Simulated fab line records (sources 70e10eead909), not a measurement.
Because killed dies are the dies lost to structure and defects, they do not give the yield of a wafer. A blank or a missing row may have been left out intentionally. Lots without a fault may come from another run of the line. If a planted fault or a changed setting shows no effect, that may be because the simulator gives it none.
fab line records	flow nandHarc
record: lots: 6	wafers: 14	lastDay: 33
route steps=1302 shown A_M1@1199 A_BONDPAD@1202
lots with no fault: from the same line, run without faults
startH: hours from the record's opening day to when the first of the lot's shown wafers began	waitH: hours from the lot's prior step to this one	" same as the row above	L1.1+2: several wafers, shown together as one row	- either no value or no given start	* or withheld: withheld	< > ~ a bound
route shown NAME@n: names a module that has steps shown in the file, with the first one's number in the route	usual: average and standard deviation across the fault-free wafers	same: alike in all rows	chamber/n: place in a boat	sites: per-site readings	_std_site: standard deviation of those values	_edge_site: outer sites' mean less inner sites'	radiusMm: for every site, how far away it sits from the centre of the wafer	mask NAME#n: copy n	behind: tool/chamber where the wafer was last shaped	hold: what put the lot on hold/how long, in hours/how the hold closed	device: the n, p or np transistor that did not switch	end of line: at the end of the route, the tests of the same wafers	a step without rows: its recipe alone	killed: the dies lost at the first sort to structure and to defects; this is not the yield of the wafer	map: dies across one wafer; x = killed, . = not, _ = none there
set.NAME: setting as actually run; set.NAME@STEP: the setting as run at that earlier step	model.NAME: the simulator's own value behind a step, which no gauge read
certain route steps with their lots: each step a table, each wafer a row
services: from which hour (startH, from the record's first day; less than 0 if before it) a tool's chamber was out of use, for how many hours, and why
== steps ==
step: NHARC_A_M1_INSPECT_27
usual: rawDefectCount: 601/170
lot.wafer	tool	chamber	startH	waitH	rawDefectCount
L202.1	defectInspect-02	-	540.54	0.0	456
L202.4	"	-	"	"	461
L202.6	"	-	"	"	538
L210.4	defectInspect-01	-	618.81	0.0	562
L212.1	defectInspect-02	-	630.87	0.0	584
L219.2	defectInspect-01	-	709.78	0.0	679
L219.4	"	-	"	"	741
L219.5	"	-	"	"	506
L218.1	defectInspect-02	-	711.75	0.0	678
L218.3	"	-	"	"	1160
L218.5	"	-	"	"	908
L223.1	defectInspect-01	-	755.49	0.0	627
L223.2	"	-	"	"	723
L223.6	"	-	"	"	530
step: NHARC_A_M1_PRE_CLEAN_32
recipe: timeS: 12	tempC: 370	rfPowerW: 300	gas: NH3
usual: heaterPowerW: 651/78
lot.wafer	tool	chamber	startH	waitH	heaterPowerW
L202.1	pecvd-02	0	540.81	0.3	638
L202.6	"	2	"	"	621
L202.4	"	0	"	"	625
L210.4	pecvd-02	2	618.93	0.1	611
L212.1	pecvd-01	2	630.94	0.1	737
L219.2	pecvd-02	1	709.87	0.1	484
L219.4	"	2	"	"	574
L219.5	"	0	"	"	659
L218.1	pecvd-01	2	711.83	0.1	664
L218.3	"	0	"	"	540
L218.5	"	2	"	"	674
L223.1	pecvd-01	2	755.56	0.1	734
L223.2	"	0	"	"	615
L223.6	"	0	"	"	607
step: NHARC_A_M1_DEP_33
recipe: targetThkA: 300	tempC: 370	targetThkNm: 30	pressureTorr: 3	flowSccm: 200	rfW: 450	material: SiCN
usual: heaterPowerW: 589/73
lot.wafer	tool	chamber	startH	waitH	heaterPowerW
L202.1	pecvd-02	0	540.92	0.1	589
L202.6	"	2	"	"	542
L202.4	"	0	"	"	587
L210.4	pecvd-02	2	619.13	0.2	534
L212.1	pecvd-01	2	631.02	0.1	675
L219.2	pecvd-02	1	710.01	0.1	479
L219.4	"	2	"	"	510
L219.5	"	0	"	"	562
L218.1	pecvd-01	2	711.94	0.1	649
L218.3	"	0	"	"	500
L218.5	"	2	"	"	653
L223.1	pecvd-01	2	755.64	0.1	682
L223.2	"	0	"	"	571
L223.6	"	0	"	"	555
step: NHARC_A_BONDPAD_DEP_00
recipe: targetThkA: 2500	tempC: 370	targetThkNm: 250	pressureTorr: 3	flowSccm: 200	rfW: 450	material: SiCN
usual: heaterPowerW: 604/78
lot.wafer	tool	chamber	startH	waitH	heaterPowerW
L202.1	pecvd-03	0	541.43	-	501
L202.6	"	0	"	"	523
L202.4	"	2	"	"	529
L210.4	pecvd-04	1	619.74	-	700
L212.1	pecvd-02	0	631.57	-	564
L219.2	pecvd-02	1	-	-	510
L219.5	"	0	"	"	607
L219.4	"	2	"	"	580
L218.1	pecvd-02	0	712.49	-	563
L218.3	"	1	"	"	511
L218.5	"	1	"	"	508
L223.1	pecvd-03	1	756.20	-	648
L223.2	"	2	"	"	642
L223.6	"	2	"	"	654
step: NHARC_A_BONDPAD_CMP_29
recipe: targetThkNm: 200	material: SiCN
usual: motorCurrentA: 12.0/1
lot.wafer	tool	chamber	startH	waitH	motorCurrentA
L202.4	cmp-01	1	541.89	-	11.3
L202.1	"	2	"	"	11.7
L202.6	"	0	"	"	13.7
L210.4	cmp-04	1	619.97	-	11.7
L212.1	cmp-04	0	631.98	-	9.2
L219.4	cmp-04	2	710.89	-	12.3
L219.2	"	3	"	"	12.4
L219.5	"	3	"	"	11.9
L218.3	cmp-04	0	712.93	-	10.6
L218.1	"	1	"	"	11.2
L218.5	"	0	"	"	10.0
L223.2	cmp-04	2	756.60	-	12.9
L223.1	"	0	"	"	10.5
L223.6	"	3	"	"	12.3
step: NHARC_A_BONDPAD_THK_MEAS_30
recipe: thkMeasGauge: ellipsometry
usual: thkNm: 199.7/1.6
lot.wafer	tool	chamber	startH	waitH	thkNm
L202.1	filmMetro-01	-	542.09	0.1	198.9
L202.4	"	-	"	"	201.5
L202.6	"	-	"	"	199.5
L210.4	filmMetro-01	-	620.18	0.2	200.9
L212.1	filmMetro-01	-	632.22	0.2	198.3
L219.2	filmMetro-02	-	711.14	0.2	201.8
L219.4	"	-	"	"	200.3
L219.5	"	-	"	"	202.4
L218.1	filmMetro-02	-	713.15	0.2	196.8
L218.3	"	-	"	"	199.0
L218.5	"	-	"	"	198.2
L223.1	filmMetro-02	-	756.86	0.2	197.4
L223.2	"	-	"	"	199.5
L223.6	"	-	"	"	201.2
step: NHARC_A_BONDPAD_SRD_31
step: NHARC_A_BONDPAD_DEHYDRATE_01
recipe: tempC: 150	timeS: 120
step: NHARC_A_BONDPAD_HMDS_02
recipe: timeS: 30
step: NHARC_A_BONDPAD_COAT_33
recipe: tempC: 200	timeS: 65
step: NHARC_A_BONDPAD_COAT_03
recipe: spinRpm: 2000	resistThkNm: 600
step: NHARC_A_BONDPAD_SOFTBAKE_04
recipe: tempC: 125	timeS: 70
usual: heaterPowerTotalW: 200.9/1.2
lot.wafer	tool	chamber	startH	waitH	heaterPowerTotalW
L202.1	lithoTrack-07	0	542	-	199.9
L202.4	"	0	"	"	200.2
L202.6	"	0	"	"	199.3
L210.4	lithoTrack-03	0	620	-	206.3
L212.1	lithoTrack-03	0	632	-	206.6
L219.2	lithoTrack-03	0	711	-	201.1
L219.4	"	0	"	"	200.3
L219.5	"	0	"	"	199.0
L218.1	lithoTrack-02	0	713	-	202.6
L218.3	"	0	"	"	199.5
L218.5	"	0	"	"	202.2
L223.1	lithoTrack-07	0	756	-	199.2
L223.2	"	0	"	"	201.1
L223.6	"	0	"	"	199.5
step: NHARC_A_BONDPAD_EBR_05
== services ==
tool	chamber	startH	hours	kind
cmp-01	-	537.92	3.0	repair
cmp-04	-	545.53	4.0	pm
pecvd-03	-	547.24	13.0	pm
lithoTrack-02	-	577.00	7.0	pm
pecvd-03	-	583.16	0.8	repair
pecvd-02	-	589.37	13.0	pm
cmp-01	-	593.07	4.0	pm
cmp-04	-	597.72	6.8	repair
lithoTrack-07	-	601.00	7.0	pm
pecvd-01	1	606.37	5.6	repair
pecvd-02	-	609.94	0.6	repair
cmp-01	-	613.39	1.5	repair
pecvd-03	0	615.00	9.3	repair
lithoTrack-03	-	625.00	7.0	pm
cmp-01	-	637.12	2.2	repair
cmp-04	-	643.53	4.0	pm
cmp-04	-	655.75	1.0	repair
pecvd-01	-	673.40	13.0	pm
pecvd-02	0	686.28	6.2	repair
cmp-04	-	689.45	1.2	repair
cmp-01	-	691.15	4.0	pm
pecvd-02	1	696.96	5.8	repair
pecvd-03	-	728.24	13.0	pm
cmp-04	-	741.53	4.0	pm
== key ==
firstSign: step: NHARC_A_BONDPAD_SOFTBAKE_04	reading: heaterPowerTotalW	direction: up	sigmas: 4.5	usual: *	struck: *
effect none on later readings
metAt NHARC_A_BONDPAD_SOFTBAKE_04
struckWafers L210.4,L212.1
fault: kind: processParameterDrift	tool: lithoTrack-03	chamber: -	onsetH: 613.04	steps: NHARC_A_BONDPAD_SOFTBAKE_04	channel: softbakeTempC	offset: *	shape: step	endH: 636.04	actsIn: *	stated: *
